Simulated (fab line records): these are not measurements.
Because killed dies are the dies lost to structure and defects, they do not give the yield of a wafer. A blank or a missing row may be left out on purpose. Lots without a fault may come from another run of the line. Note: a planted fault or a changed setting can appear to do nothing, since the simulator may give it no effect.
fab line records | flow nand_harc | part 1 of 2: steps 1 to 4 of 6
record: lots: 22 | wafers: 66 | last_day: 34
route steps=1302 shown A_STAIRCASE@706
lots that met no fault: from a run of the same line without faults
start_h: start of the lot's first displayed wafer, in hours after the record's first day | wait_h: hours since the lot's step before | " as in the row above | L1.1+2: several wafers, shown together as one row | - no value present, or no start provided | * or withheld: withheld | < > ~ a bound
route shown NAME@n: NAME is a module with steps in the file, n the number in the route of the first one | usual: mean/standard deviation of fault-free wafers | same: alike in all rows | chamber/n: place in a boat | sites: readings site by site | _std_site: the values' standard deviation | _edge_site: outer sites' mean less inner sites' | radius_mm: how far each site lies from the wafer's centre | mask NAME#n: copy n | behind: tool/chamber where the wafer was last shaped | hold: reason for holding the lot/hours on hold/outcome of the hold | device: names the non-switching transistor (n, p or np) | end of line: tests run on the same wafers once the route is complete | where a step has no rows: the recipe by itself | killed: not the wafer's yield, but the dies lost to structure and defects at the first sort | map: per-die view of a wafer (x killed, . not killed, _ where there is no die)
set.NAME: setting as actually run; set.NAME@STEP: the setting as run at that earlier step | model.NAME: the simulator's own value behind a step, which no gauge read
a sample of lots followed through the steps of the route, with each step as a table and each wafer as a row
services: a tool's chamber out of use, with start hour (start_h, from the record's first day; less than 0 if before it), hours out, and reason
== steps ==
step: NHARC_A_STAIRCASE_ETCH_192
recipe: target_depth_a: 1000 | time_s: 40.5 | ion_energy_ev: 400 | c4f8_flow_sccm: 20 | o2_flow_sccm: 10 | ar_flow_sccm: withheld | rf_w: 600 | bias_w: 1000 | chemistry: C4F8/O2
usual: bias_w: 1000.2/3 | oes_product_au: 0.940/0.011 | rf_vpp_V: 898/6.5
lot.wafer | tool        | chamber | start_h | wait_h | bias_w | oes_product_au | rf_hours_counter_h | rf_vpp_V
L074.4    | rie_diel-11 | 2       | -       | -      | 1001.3 | 0.929          | 24                 | 904
L074.2    | "           | 3       | "       | "      | 1001.8 | 0.933          | 34                 | 905
L074.5    | "           | 3       | "       | "      | 1001.9 | 0.941          | -                  | 905
L075.2    | rie_diel-13 | 3       | -       | -      | 998.2  | 0.963          | 6                  | 888
L075.3    | "           | 1       | "       | "      | 1005.7 | 0.941          | 4                  | 905
L075.5    | "           | 3       | "       | "      | 998.6  | 0.955          | -                  | 886
L076.2    | rie_diel-11 | 2       | -       | -      | 1000.6 | 0.946          | 39                 | 904
L076.4    | "           | 3       | "       | "      | 1002.2 | 0.935          | 46                 | 904
L076.1    | "           | 0       | "       | "      | 1002.8 | 0.949          | 50                 | 888
L077.4    | rie_diel-04 | 2       | -       | -      | 1005.1 | 0.918          | 6                  | 888
L077.2    | "           | 0       | "       | "      | 997.1  | 0.896          | 5                  | 898
L077.6    | "           | 3       | "       | "      | 997.1  | 0.916          | -                  | 890
L078.2    | rie_diel-11 | 1       | -       | -      | 1000.4 | 0.951          | 49                 | 891
L078.3    | "           | 2       | "       | "      | 1003.3 | 0.945          | 42                 | 903
L078.6    | "           | 3       | "       | "      | 1002.5 | 0.949          | -                  | 904
L079.2    | rie_diel-13 | 0       | -       | -      | 998.3  | 0.948          | 22                 | 895
L079.6    | "           | 2       | "       | "      | 997.6  | 0.943          | -                  | 899
L079.4    | "           | 3       | "       | "      | 996.5  | 0.944          | -                  | 888
L080.4    | rie_diel-04 | 3       | -       | -      | 1000.1 | 0.929          | 19                 | 888
L080.3    | "           | 2       | "       | "      | 996.9  | 0.948          | 17                 | 886
L080.6    | "           | 3       | "       | "      | 999.6  | 0.927          | -                  | 888
L081.1    | rie_diel-11 | 2       | -       | -      | 1001.4 | 0.933          | 49                 | 903
L081.6    | "           | 2       | "       | "      | 1002.3 | 0.937          | -                  | 903
L081.5    | "           | 3       | "       | "      | 997.4  | 0.944          | -                  | 904
L082.2    | rie_diel-04 | 0       | -       | -      | 1002.4 | 0.917          | 28                 | 896
L082.5    | "           | 1       | "       | "      | 1005.7 | 0.961          | -                  | 900
L082.6    | "           | 2       | "       | "      | 1001.4 | 0.937          | -                  | 887
L083.4    | rie_diel-11 | 3       | -       | -      | 1001.6 | 0.938          | 5                  | 903
L083.1    | "           | 0       | "       | "      | 1000.2 | 0.949          | 6                  | 906
L083.6    | "           | 1       | "       | "      | 994.7  | 0.953          | -                  | 892
L084.4    | rie_diel-13 | 1       | -       | -      | 1004.8 | 0.921          | 27                 | 905
L084.6    | "           | 1       | "       | "      | 998.8  | 0.922          | -                  | 904
L084.5    | "           | 2       | "       | "      | 1000.0 | 0.946          | -                  | 897
L087.3    | rie_diel-11 | 1       | -       | -      | 1000.6 | 0.954          | 12                 | 892
L087.5    | "           | 0       | "       | "      | 1003.6 | 0.947          | -                  | 905
L087.6    | "           | 1       | "       | "      | 1004.1 | 0.950          | -                  | 893
L086.2    | rie_diel-13 | 1       | -       | -      | 999.5  | 0.925          | 36                 | 905
L086.3    | "           | 2       | "       | "      | 1001.3 | 0.947          | 48                 | 898
L086.6    | "           | 0       | "       | "      | 996.7  | 0.940          | -                  | 895
L088.3    | rie_diel-11 | 2       | -       | -      | 997.6  | 0.938          | 16                 | 903
L088.6    | "           | 2       | "       | "      | 994.3  | 0.955          | -                  | 903
L088.4    | "           | 3       | "       | "      | 1005.4 | 0.929          | -                  | 904
L089.3    | rie_diel-11 | 2       | -       | -      | 996.2  | 0.936          | 25                 | 903
L089.2    | "           | 3       | "       | "      | 996.8  | 0.923          | 27                 | 905
L089.6    | "           | 0       | "       | "      | 1000.3 | 0.955          | -                  | 907
L092.2    | rie_diel-11 | 0       | -       | -      | 1000.5 | 0.936          | 30                 | 905
L092.1    | "           | 1       | "       | "      | 1003.3 | 0.919          | 39                 | 891
L092.6    | "           | 0       | "       | "      | 1000.8 | 0.942          | -                  | 906
L091.3    | rie_diel-11 | 1       | -       | -      | 1001.8 | 0.941          | 39                 | 889
L091.2    | "           | 0       | "       | "      | 1001.5 | 0.942          | 30                 | 907
L091.6    | "           | 1       | "       | "      | 1000.1 | 0.946          | -                  | 889
L093.3    | rie_diel-11 | 0       | -       | -      | 999.1  | 0.936          | 33                 | 906
L093.2    | "           | 1       | "       | "      | 997.5  | 0.945          | 42                 | 890
L093.4    | "           | 2       | "       | "      | 998.9  | 0.943          | 44                 | 901
L095.2    | rie_diel-13 | 0       | -       | -      | 999.2  | 0.951          | 13                 | 895
L095.1    | "           | 1       | "       | "      | 998.5  | 0.941          | 9                  | 905
L095.5    | "           | 3       | "       | "      | 1001.3 | 0.942          | -                  | 906
L094.1    | rie_diel-04 | 1       | -       | -      | 1001.0 | 0.942          | 11                 | 900
L094.2    | "           | 0       | "       | "      | 992.5  | 0.929          | 14                 | 897
L094.5    | "           | 1       | "       | "      | 997.9  | 0.935          | -                  | 898
L096.4    | rie_diel-11 | 3       | -       | -      | 997.9  | 0.941          | 57                 | 902
L096.1    | "           | 0       | "       | "      | 1004.5 | 0.943          | 42                 | 906
L096.3    | "           | 1       | "       | "      | 996.3  | 0.950          | 50                 | 889
L097.2    | rie_diel-11 | 1       | -       | -      | 999.8  | 0.940          | 52                 | 890
L097.6    | "           | 1       | "       | "      | 1002.4 | 0.951          | -                  | 889
L097.5    | "           | 2       | "       | "      | 1002.5 | 0.953          | -                  | 901
step: NHARC_A_STAIRCASE_TRIM_200
recipe: time_s: 211.2 | o2_flow_sccm: 500 | ar_flow_sccm: 0 | bias_w: 0 | chemistry: O2
usual: drypump_motor_current_A: 5.6/0.47 | oes_product_au: 0.999/0.0095 | rf_vpp_V: 57.8/0.92 | showerhead_plenum_p_Torr: 3.55/0.18 | throttle_valve_pct: 17.037/0.0093
same: bias_w: 0
lot.wafer | tool        | chamber | start_h | wait_h | drypump_motor_current_A | oes_product_au | rf_hours_counter_h | rf_vpp_V | showerhead_plenum_p_Torr | throttle_valve_pct
L074.2    | rie_diel-11 | 1       | -       | -      | 5.7                     | 1.005          | 31                 | 56.9     | 3.42                     | 17.053
L074.4    | "           | 2       | "       | "      | 5.8                     | 0.993          | 25                 | 58.9     | 3.73                     | 17.021
L074.5    | "           | 0       | "       | "      | 5.7                     | 1.003          | -                  | 57.8     | 3.29                     | 17.031
L075.2    | rie_diel-13 | 3       | -       | -      | 6.4                     | 1.009          | 6                  | 57.0     | 3.30                     | 17.053
L075.3    | "           | 0       | "       | "      | 6.1                     | 1.006          | 6                  | 57.3     | 3.52                     | 17.030
L075.5    | "           | 0       | "       | "      | 6.2                     | 1.000          | -                  | 57.6     | 3.52                     | 17.048
L076.4    | rie_diel-13 | 2       | -       | -      | 5.6                     | 0.993          | 8                  | 57.1     | 3.64                     | 17.043
L076.1    | "           | 0       | "       | "      | 6.1                     | 1.010          | 9                  | 57.4     | 3.52                     | 17.024
L076.2    | "           | 1       | "       | "      | 5.1                     | 1.000          | 8                  | 58.7     | 3.78                     | 17.028
L077.4    | rie_diel-11 | 3       | -       | -      | 5.2                     | 0.999          | 46                 | 58.8     | 3.75                     | 17.039
L077.2    | "           | 1       | "       | "      | 5.7                     | 0.996          | 47                 | 58.9     | 3.41                     | 17.037
L077.6    | "           | 3       | "       | "      | 5.2                     | 1.005          | -                  | 58.2     | 3.75                     | 17.038
L078.2    | rie_diel-04 | 0       | -       | -      | 6.3                     | 0.984          | 10                 | 58.2     | 3.57                     | 17.055
L078.3    | "           | 1       | "       | "      | 5.0                     | 1.022          | 10                 | 56.9     | 3.64                     | 17.036
L078.6    | "           | 3       | "       | "      | 5.2                     | 1.001          | -                  | 57.0     | 3.34                     | 17.028
L080.3    | rie_diel-04 | 3       | -       | -      | 5.2                     | 0.992          | 19                 | 57.6     | 3.33                     | 17.020
L080.4    | "           | 1       | "       | "      | 5.0                     | 1.002          | 18                 | 58.2     | 3.64                     | 17.041
L080.6    | "           | 3       | "       | "      | 5.2                     | 0.987          | -                  | 57.8     | 3.33                     | 17.041
L079.2    | rie_diel-13 | 3       | -       | -      | 6.4                     | 1.000          | 20                 | 56.1     | 3.29                     | 17.048
L079.6    | "           | 0       | "       | "      | 6.1                     | 1.007          | -                  | 56.2     | 3.51                     | 17.030
L079.4    | "           | 3       | "       | "      | 6.4                     | 1.006          | -                  | 58.3     | 3.29                     | 17.019
L081.1    | rie_diel-04 | 1       | -       | -      | 5.0                     | 1.007          | 22                 | 57.9     | 3.64                     | 17.019
L081.5    | "           | 1       | "       | "      | 5.0                     | 1.017          | -                  | 58.0     | 3.64                     | 17.039
L081.6    | "           | 2       | "       | "      | 5.3                     | 1.002          | -                  | 56.7     | 3.28                     | 17.041
L082.2    | rie_diel-04 | 3       | -       | -      | 5.2                     | 0.980          | 27                 | 58.6     | 3.33                     | 17.038
L082.6    | "           | 0       | "       | "      | 6.3                     | 0.979          | -                  | 57.0     | 3.56                     | 17.029
L082.5    | "           | 1       | "       | "      | 5.0                     | 1.007          | -                  | 57.2     | 3.64                     | 17.031
L083.1    | rie_diel-11 | 2       | -       | -      | 5.8                     | 1.009          | 5                  | 59.1     | 3.72                     | 17.036
L083.4    | "           | 3       | "       | "      | 5.1                     | 0.989          | 5                  | 57.8     | 3.75                     | 17.040
L083.6    | "           | 0       | "       | "      | 5.7                     | 1.012          | -                  | 58.1     | 3.80                     | 17.043
L084.4    | rie_diel-13 | 1       | -       | -      | 5.1                     | 0.993          | 28                 | 59.4     | 3.76                     | 17.040
L084.5    | "           | 3       | "       | "      | 6.4                     | 1.013          | -                  | 58.1     | 3.28                     | 17.039
L084.6    | "           | 0       | "       | "      | 6.1                     | 0.998          | -                  | 56.8     | 3.50                     | 17.037
L087.3    | rie_diel-11 | 1       | -       | -      | 5.7                     | 1.005          | 12                 | 59.0     | 3.40                     | 17.026
L087.5    | "           | 2       | "       | "      | 5.8                     | 1.014          | -                  | 58.5     | 3.71                     | 17.052
L087.6    | "           | 3       | "       | "      | 5.2                     | 0.990          | -                  | 58.7     | 3.74                     | 17.046
L086.3    | rie_diel-13 | 2       | -       | -      | 5.6                     | 1.002          | 48                 | 57.2     | 3.62                     | 17.037
L086.2    | "           | 3       | "       | "      | 6.4                     | 1.012          | 45                 | 56.7     | 3.28                     | 17.037
L086.6    | "           | 2       | "       | "      | 5.6                     | 0.991          | -                  | 58.0     | 3.62                     | 17.046
L088.3    | rie_diel-13 | 2       | -       | -      | 5.6                     | 1.000          | 54                 | 57.2     | 3.61                     | 17.040
L088.4    | "           | 0       | "       | "      | 6.1                     | 1.002          | 53                 | 57.7     | 3.50                     | 17.025
L088.6    | "           | 1       | "       | "      | 5.1                     | 0.989          | -                  | 59.2     | 3.76                     | 17.044
L089.2    | rie_diel-11 | 3       | -       | -      | 5.2                     | 0.994          | 27                 | 58.7     | 3.73                     | 17.051
L089.3    | "           | 2       | "       | "      | 5.8                     | 1.010          | 25                 | 59.4     | 3.71                     | 17.037
L089.6    | "           | 3       | "       | "      | 5.2                     | 0.996          | -                  | 58.8     | 3.73                     | 17.016
L092.1    | rie_diel-11 | 0       | -       | -      | 5.7                     | 0.991          | 30                 | 57.9     | 3.79                     | 17.039
L092.2    | "           | 1       | "       | "      | 5.7                     | 0.997          | 39                 | 56.1     | 3.38                     | 17.036
L092.6    | "           | 1       | "       | "      | 5.7                     | 0.991          | -                  | 57.5     | 3.38                     | 17.043
L091.2    | rie_diel-04 | 0       | -       | -      | 6.3                     | 0.986          | 1                  | 58.4     | 3.55                     | 17.047
L091.3    | "           | 1       | "       | "      | 5.0                     | 1.004          | 1                  | 58.9     | 3.62                     | 17.039
L091.6    | "           | 1       | "       | "      | 5.0                     | 0.997          | -                  | 58.0     | 3.62                     | 17.030
L093.2    | rie_diel-13 | 1       | -       | -      | 5.1                     | 0.983          | 5                  | 58.5     | 3.75                     | 17.056
L093.4    | "           | 2       | "       | "      | 5.6                     | 1.009          | 9                  | 58.2     | 3.60                     | 17.027
L093.3    | "           | 3       | "       | "      | 6.4                     | 1.006          | 8                  | 57.4     | 3.80                     | 17.026
L095.2    | rie_diel-11 | 1       | -       | -      | 5.7                     | 0.990          | 48                 | 56.5     | 3.38                     | 17.032
L095.1    | "           | 2       | "       | "      | 5.8                     | 0.987          | 54                 | 58.7     | 3.69                     | 17.046
L095.5    | "           | 2       | "       | "      | 5.8                     | 1.009          | -                  | 59.8     | 3.69                     | 17.040
L094.2    | rie_diel-13 | 2       | -       | -      | 5.6                     | 1.009          | 14                 | 58.6     | 3.60                     | 17.036
L094.1    | "           | 3       | "       | "      | 6.4                     | 1.005          | 13                 | 57.9     | 3.80                     | 17.035
L094.5    | "           | 1       | "       | "      | 5.1                     | 0.990          | -                  | 58.0     | 3.74                     | 17.038
L096.3    | rie_diel-04 | 0       | -       | -      | 6.3                     | 1.010          | 17                 | 58.4     | 3.54                     | 17.033
L096.1    | "           | 3       | "       | "      | 5.2                     | 0.991          | 11                 | 56.8     | 3.31                     | 17.030
L096.4    | "           | 1       | "       | "      | 5.0                     | 1.003          | -                  | 58.4     | 3.61                     | 17.040
L097.2    | rie_diel-04 | 2       | -       | -      | 5.3                     | 0.988          | 8                  | 57.7     | 3.80                     | 17.034
L097.5    | "           | 0       | "       | "      | 6.3                     | 1.003          | -                  | 56.3     | 3.53                     | 17.051
L097.6    | "           | 1       | "       | "      | 5.0                     | 0.991          | -                  | 57.4     | 3.61                     | 17.050
step: NHARC_A_STAIRCASE_ETCH_273
recipe: target_depth_a: 1.02e+05 | time_s: 2468.6 | ion_energy_ev: 800 | c4f8_flow_sccm: 80 | o2_flow_sccm: 60 | ar_flow_sccm: withheld | rf_w: 600 | bias_w: 3000 | chemistry: C4F8/O2/Ar
usual: bias_w: 3001/8.8 | oes_product_au: 0.937/0.011 | rf_vpp_V: 1831/13
lot.wafer | tool        | chamber | start_h | wait_h | bias_w | oes_product_au | rf_hours_counter_h | rf_vpp_V
L074.4    | rie_diel-13 | 2       | -       | -      | 3004   | 0.955          | 5                  | 1835
L074.2    | "           | 0       | "       | "      | 2997   | 0.938          | 7                  | 1826
L074.5    | "           | 2       | "       | "      | 2988   | 0.962          | -                  | 1834
L075.2    | rie_diel-04 | 3       | -       | -      | 2980   | 0.923          | 5                  | 1814
L075.3    | "           | 0       | "       | "      | 2999   | 0.928          | 5                  | 1831
L075.5    | "           | 2       | "       | "      | 3007   | 0.947          | -                  | 1809
L076.2    | rie_diel-13 | 0       | -       | -      | 2986   | 0.934          | 13                 | 1826
L076.1    | "           | 2       | "       | "      | 3014   | 0.931          | 13                 | 1835
L076.4    | "           | 3       | "       | "      | 3002   | 0.939          | 13                 | 1808
L077.2    | rie_diel-11 | 3       | -       | -      | 3006   | 0.945          | 50                 | 1845
L077.4    | "           | 0       | "       | "      | 2995   | 0.943          | 54                 | 1807
L077.6    | "           | 3       | "       | "      | 3010   | 0.956          | -                  | 1843
L078.2    | rie_diel-04 | 1       | -       | -      | 2992   | 0.958          | 15                 | 1836
L078.3    | "           | 2       | "       | "      | 3005   | 0.945          | 14                 | 1808
L078.6    | "           | 0       | "       | "      | 2991   | 0.935          | -                  | 1830
L080.3    | rie_diel-04 | 0       | -       | -      | 3007   | 0.923          | 25                 | 1831
L080.4    | "           | 2       | "       | "      | 3005   | 0.935          | 22                 | 1809
L080.6    | "           | 3       | "       | "      | 2999   | 0.916          | -                  | 1813
L079.2    | rie_diel-13 | 3       | -       | -      | 2989   | 0.938          | 28                 | 1808
L079.6    | "           | 0       | "       | "      | 2998   | 0.932          | -                  | 1825
L079.4    | "           | 2       | "       | "      | 2998   | 0.933          | -                  | 1835
L081.1    | rie_diel-11 | 0       | -       | -      | 3001   | 0.933          | 5                  | 1847
L081.5    | "           | 1       | "       | "      | 3011   | 0.925          | -                  | 1818
L081.6    | "           | 2       | "       | "      | 3005   | 0.941          | -                  | 1841
L082.2    | rie_diel-11 | 2       | -       | -      | 3002   | 0.959          | 6                  | 1841
L082.5    | "           | 0       | "       | "      | 3010   | 0.940          | -                  | 1847
L082.6    | "           | 1       | "       | "      | 2990   | 0.946          | -                  | 1815
L083.4    | rie_diel-04 | 3       | -       | -      | 2995   | 0.943          | 36                 | 1811
L083.1    | "           | 0       | "       | "      | 3010   | 0.938          | 37                 | 1830
L083.6    | "           | 2       | "       | "      | 2995   | 0.940          | -                  | 1808
L084.4    | rie_diel-13 | 2       | -       | -      | 3000   | 0.931          | 47                 | 1833
L084.6    | "           | 1       | "       | "      | 2998   | 0.919          | -                  | 1843
L084.5    | "           | 2       | "       | "      | 2993   | 0.935          | -                  | 1835
L087.3    | rie_diel-11 | 3       | -       | -      | 3006   | 0.943          | 13                 | 1841
L087.5    | "           | 3       | "       | "      | 2995   | 0.928          | -                  | 1841
L087.6    | "           | 0       | "       | "      | 2998   | 0.941          | -                  | 1846
L086.3    | rie_diel-11 | 3       | -       | -      | 2991   | 0.919          | 15                 | 1843
L086.2    | "           | 0       | "       | "      | 2993   | 0.933          | 17                 | 1847
L086.6    | "           | 3       | "       | "      | 2994   | 0.920          | -                  | 1842
L088.3    | rie_diel-13 | 3       | -       | -      | 3006   | 0.944          | 53                 | 1808
L088.4    | "           | 0       | "       | "      | 2989   | 0.938          | 55                 | 1826
L088.6    | "           | 3       | "       | "      | 2989   | 0.937          | -                  | 1807
L089.3    | rie_diel-11 | 2       | -       | -      | 3002   | 0.940          | 30                 | 1840
L089.2    | "           | 0       | "       | "      | 3006   | 0.933          | 23                 | 1847
L089.6    | "           | 2       | "       | "      | 3008   | 0.937          | -                  | 1841
L092.2    | rie_diel-11 | 2       | -       | -      | 3006   | 0.937          | 44                 | 1840
L092.1    | "           | 3       | "       | "      | 3009   | 0.919          | 46                 | 1841
L092.6    | "           | 2       | "       | "      | 3001   | 0.934          | -                  | 1839
L091.3    | rie_diel-04 | 0       | -       | -      | 3006   | 0.937          | 3                  | 1828
L091.2    | "           | 3       | "       | "      | 3015   | 0.928          | 3                  | 1811
L091.6    | "           | 0       | "       | "      | 3005   | 0.937          | -                  | 1827
L093.4    | rie_diel-13 | 1       | -       | -      | 3002   | 0.924          | 6                  | 1844
L093.3    | "           | 2       | "       | "      | 2999   | 0.948          | 11                 | 1832
L093.2    | "           | 3       | "       | "      | 2998   | 0.948          | 10                 | 1847
L095.2    | rie_diel-13 | 3       | -       | -      | 3000   | 0.950          | 20                 | 1847
L095.1    | "           | 2       | "       | "      | 2998   | 0.943          | 20                 | 1831
L095.5    | "           | 3       | "       | "      | 2999   | 0.947          | -                  | 1846
L094.1    | rie_diel-13 | 2       | -       | -      | 2991   | 0.941          | 22                 | 1832
L094.2    | "           | 3       | "       | "      | 2998   | 0.943          | 22                 | 1847
L094.5    | "           | 1       | "       | "      | 2989   | 0.926          | -                  | 1842
L096.1    | rie_diel-04 | 1       | -       | -      | 3010   | 0.935          | 18                 | 1834
L096.3    | "           | 2       | "       | "      | 2995   | 0.933          | 8                  | 1846
L096.4    | "           | 3       | "       | "      | 3008   | 0.930          | 15                 | 1811
L097.2    | rie_diel-04 | 1       | -       | -      | 3004   | 0.928          | 22                 | 1831
L097.5    | "           | 0       | "       | "      | 3014   | 0.935          | -                  | 1827
L097.6    | "           | 1       | "       | "      | 3013   | 0.929          | -                  | 1833
step: NHARC_A_STAIRCASE_STRIP_274
recipe: o2_flow_sccm: 500 | ar_flow_sccm: 0 | bias_w: 0 | chemistry: O2
usual: drypump_motor_current_A: 5.6/0.47 | oes_product_au: 0.998/0.0094 | rf_vpp_V: 57.9/0.85 | showerhead_plenum_p_Torr: 3.59/0.17 | throttle_valve_pct: 17.037/0.01
same: bias_w: 0
lot.wafer | tool        | chamber | start_h | wait_h | drypump_motor_current_A | oes_product_au | rf_hours_counter_h | rf_vpp_V | showerhead_plenum_p_Torr | throttle_valve_pct
L074.2    | rie_diel-13 | 1       | -       | -      | 5.1                     | 1.003          | 6                  | 58.9     | 3.78                     | 17.029
L074.4    | "           | 2       | "       | "      | 5.6                     | 0.992          | 6                  | 58.2     | 3.64                     | 17.039
L074.5    | "           | 0       | "       | "      | 6.2                     | 1.010          | -                  | 58.2     | 3.52                     | 17.032
L075.2    | rie_diel-04 | 0       | -       | -      | 6.3                     | 0.986          | 5                  | 59.0     | 3.57                     | 17.036
L075.3    | "           | 1       | "       | "      | 5.0                     | 1.008          | 6                  | 58.6     | 3.65                     | 17.039
L075.5    | "           | 3       | "       | "      | 5.2                     | 0.999          | -                  | 56.4     | 3.34                     | 17.025
L076.2    | rie_diel-13 | 2       | -       | -      | 5.6                     | 1.004          | 13                 | 57.8     | 3.64                     | 17.045
L076.4    | "           | 3       | "       | "      | 6.4                     | 0.992          | 13                 | 56.5     | 3.30                     | 17.028
L076.1    | "           | 0       | "       | "      | 6.2                     | 1.008          | 14                 | 57.6     | 3.52                     | 17.025
L077.2    | rie_diel-11 | 2       | -       | -      | 5.8                     | 0.989          | 43                 | 56.8     | 3.72                     | 17.029
L077.4    | "           | 3       | "       | "      | 5.2                     | 1.014          | 51                 | 58.8     | 3.75                     | 17.044
L077.6    | "           | 2       | "       | "      | 5.8                     | 0.993          | -                  | 58.6     | 3.72                     | 17.034
L078.2    | rie_diel-04 | 3       | -       | -      | 5.2                     | 0.994          | 16                 | 58.1     | 3.34                     | 17.040
L078.3    | "           | 1       | "       | "      | 5.0                     | 1.003          | 15                 | 58.1     | 3.64                     | 17.047
L078.6    | "           | 0       | "       | "      | 6.3                     | 0.988          | -                  | 58.1     | 3.57                     | 17.034
L080.4    | rie_diel-04 | 1       | -       | -      | 5.0                     | 1.009          | 24                 | 58.0     | 3.64                     | 17.028
L080.3    | "           | 2       | "       | "      | 5.3                     | 0.993          | 23                 | 55.2     | 3.28                     | 17.024
L080.6    | "           | 1       | "       | "      | 5.0                     | 0.995          | -                  | 58.3     | 3.64                     | 17.042
L079.2    | rie_diel-13 | 2       | -       | -      | 5.6                     | 0.987          | 30                 | 58.3     | 3.63                     | 17.031
L079.4    | "           | 3       | "       | "      | 6.4                     | 1.012          | -                  | 58.3     | 3.29                     | 17.036
L079.6    | "           | 2       | "       | "      | 5.6                     | 0.995          | -                  | 57.5     | 3.63                     | 17.036
L081.1    | rie_diel-11 | 2       | -       | -      | 5.8                     | 0.991          | 5                  | 58.7     | 3.72                     | 17.042
L081.5    | "           | 2       | "       | "      | 5.8                     | 1.016          | -                  | 57.5     | 3.72                     | 17.014
L081.6    | "           | 3       | "       | "      | 5.2                     | 0.978          | -                  | 58.7     | 3.75                     | 17.030
L082.2    | rie_diel-11 | 0       | -       | -      | 5.7                     | 1.004          | 8                  | 58.3     | 3.80                     | 17.036
L082.6    | "           | 3       | "       | "      | 5.2                     | 0.987          | -                  | 58.4     | 3.75                     | 17.031
L082.5    | "           | 0       | "       | "      | 5.7                     | 0.999          | -                  | 57.5     | 3.80                     | 17.043
L083.1    | rie_diel-04 | 0       | -       | -      | 6.3                     | 0.994          | 38                 | 56.1     | 3.55                     | 17.019
L083.4    | "           | 1       | "       | "      | 5.0                     | 1.021          | 36                 | 57.8     | 3.63                     | 17.023
L083.6    | "           | 2       | "       | "      | 5.3                     | 0.996          | -                  | 56.5     | 3.28                     | 17.032
L084.4    | rie_diel-13 | 1       | -       | -      | 5.1                     | 0.992          | 37                 | 58.0     | 3.76                     | 17.038
L084.5    | "           | 2       | "       | "      | 5.6                     | 0.997          | -                  | 58.2     | 3.62                     | 17.033
L084.6    | "           | 3       | "       | "      | 6.4                     | 1.000          | -                  | 57.6     | 3.28                     | 17.026
L087.3    | rie_diel-11 | 0       | -       | -      | 5.7                     | 1.008          | 16                 | 57.8     | 3.80                     | 17.048
L087.6    | "           | 3       | "       | "      | 5.2                     | 0.983          | -                  | 58.4     | 3.74                     | 17.036
L087.5    | "           | 0       | "       | "      | 5.7                     | 1.005          | -                  | 57.2     | 3.80                     | 17.043
L086.3    | rie_diel-11 | 0       | -       | -      | 5.7                     | 1.001          | 18                 | 57.9     | 3.80                     | 17.039
L086.2    | "           | 1       | "       | "      | 5.7                     | 0.998          | 16                 | 56.8     | 3.39                     | 17.032
L086.6    | "           | 0       | "       | "      | 5.7                     | 1.000          | -                  | 58.9     | 3.80                     | 17.043
L088.3    | rie_diel-13 | 3       | -       | -      | 6.4                     | 0.999          | 55                 | 57.4     | 3.27                     | 17.009
L088.4    | "           | 0       | "       | "      | 6.1                     | 0.991          | 56                 | 59.4     | 3.50                     | 17.040
L088.6    | "           | 2       | "       | "      | 5.6                     | 0.996          | -                  | 57.7     | 3.61                     | 17.053
L089.2    | rie_diel-11 | 3       | -       | -      | 5.2                     | 0.994          | 32                 | 58.3     | 3.73                     | 17.051
L089.3    | "           | 0       | "       | "      | 5.7                     | 0.999          | 23                 | 57.5     | 3.80                     | 17.048
L089.6    | "           | 3       | "       | "      | 5.2                     | 0.999          | -                  | 58.3     | 3.73                     | 17.027
L091.3    | rie_diel-04 | 0       | -       | -      | 6.3                     | 0.995          | 4                  | 57.6     | 3.54                     | 17.032
L091.2    | "           | 1       | "       | "      | 5.0                     | 0.995          | 4                  | 59.1     | 3.62                     | 17.035
L091.6    | "           | 0       | "       | "      | 6.3                     | 1.002          | -                  | 59.0     | 3.54                     | 17.038
L092.2    | rie_diel-11 | 3       | -       | -      | 5.1                     | 0.992          | 47                 | 57.7     | 3.72                     | 17.045
L092.1    | "           | 0       | "       | "      | 5.7                     | 0.991          | 35                 | 58.5     | 3.79                     | 17.041
L092.6    | "           | 2       | "       | "      | 5.8                     | 1.003          | -                  | 57.4     | 3.69                     | 17.043
L093.3    | rie_diel-13 | 2       | -       | -      | 5.6                     | 1.017          | 11                 | 57.4     | 3.60                     | 17.023
L093.4    | "           | 0       | "       | "      | 6.1                     | 1.014          | 12                 | 57.8     | 3.49                     | 17.040
L093.2    | "           | 1       | "       | "      | 5.1                     | 0.999          | 7                  | 58.7     | 3.75                     | 17.036
L095.2    | rie_diel-13 | 3       | -       | -      | 6.4                     | 1.016          | 21                 | 58.1     | 3.80                     | 17.033
L095.1    | "           | 1       | "       | "      | 5.1                     | 0.994          | 17                 | 57.9     | 3.74                     | 17.033
L095.5    | "           | 3       | "       | "      | 6.4                     | 1.000          | -                  | 58.2     | 3.80                     | 17.055
L094.2    | rie_diel-13 | 1       | -       | -      | 5.1                     | 1.000          | 19                 | 58.6     | 3.74                     | 17.040
L094.1    | "           | 3       | "       | "      | 6.4                     | 1.019          | 23                 | 59.2     | 3.79                     | 17.040
L094.5    | "           | 0       | "       | "      | 6.1                     | 1.006          | -                  | 57.7     | 3.48                     | 17.037
L096.1    | rie_diel-04 | 1       | -       | -      | 5.0                     | 0.998          | 19                 | 58.8     | 3.61                     | 17.032
L096.3    | "           | 3       | "       | "      | 5.2                     | 0.989          | 16                 | 58.1     | 3.31                     | 17.036
L096.4    | "           | 0       | "       | "      | 6.3                     | 0.994          | 22                 | 58.8     | 3.53                     | 17.046
L097.2    | rie_diel-04 | 3       | -       | -      | 5.2                     | 0.989          | 19                 | 57.8     | 3.31                     | 17.047
L097.5    | "           | 3       | "       | "      | 5.2                     | 0.988          | -                  | 58.3     | 3.31                     | 17.035
L097.6    | "           | 0       | "       | "      | 6.3                     | 1.002          | -                  | 59.4     | 3.53                     | 17.039
